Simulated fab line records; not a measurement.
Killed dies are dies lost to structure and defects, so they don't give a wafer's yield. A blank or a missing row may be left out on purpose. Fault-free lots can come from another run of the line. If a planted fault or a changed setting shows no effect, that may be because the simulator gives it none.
Matching of chambers :: flow n5 finfet :: N5_BEOL_M5_CO_CAP_78 on cvd co-02 has 3 sister chambers
The step material Co, precursor CCTBA/H2, target thk 2 nm, time 102.1 s. 3 wafers are shown with their chamber, then 12 later ones without.

== WAFERS PAIRED WITH THEIR CHAMBERS ==
wafer: L087.5
chamber: 0
heater power w (W): 241

wafer: L089.3
chamber: 1
heater power w (W): 250

wafer: L089.5
chamber: 2
heater power w (W): 224

== WAFERS WITHOUT THEIR CHAMBER ==
wafer: L091.2
heater power w (W): 242

wafer: L091.5
heater power w (W): 240

wafer: L091.6
heater power w (W): 230

wafer: L088.2
heater power w (W): 249

wafer: L088.3
heater power w (W): 223

wafer: L088.6
heater power w (W): 242

wafer: L094.1
heater power w (W): 244

wafer: L094.3
heater power w (W): 244

wafer: L094.4
heater power w (W): 229

wafer: L093.2
heater power w (W): 225

wafer: L093.4
heater power w (W): 224

wafer: L093.6
heater power w (W): 253

== CHAMBER TAKEN BY EACH ==
wafer: L091.2
from the rows above: 0
in truth: 0

wafer: L091.5
from the rows above: 0
in truth: 0

wafer: L091.6
from the rows above: can't be placed: 2 or 0
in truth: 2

wafer: L088.2
from the rows above: 1
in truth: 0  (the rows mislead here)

wafer: L088.3
from the rows above: 2
in truth: 2

wafer: L088.6
from the rows above: 0
in truth: 0

wafer: L094.1
from the rows above: can't be placed: 0 or 1
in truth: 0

wafer: L094.3
from the rows above: can't be placed: 0 or 1
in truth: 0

wafer: L094.4
from the rows above: 2
in truth: 2

wafer: L093.2
from the rows above: 2
in truth: 2

wafer: L093.4
from the rows above: 2
in truth: 2

wafer: L093.6
from the rows above: 1
in truth: 1
8 of 12 placed correctly. From these rows, 3 cannot be placed; in 3 the true chamber is one of the candidates. 1 placed wrongly.
How it was worked out, from the rows above alone: a wafer's distance from a chamber is the root of the sum, over the readings, of the square of ((its reading less the chamber's mean) divided by the reading's scatter). If the next closest chamber is less than 2 further off than the closest, the wafer can't be placed; otherwise it belongs to the closest. The mean given for a chamber averages the wafers shown for that chamber. The scatter: with one shown wafer a chamber, the root of the mean of the squares of how far each hidden wafer lies from its nearest shown one.
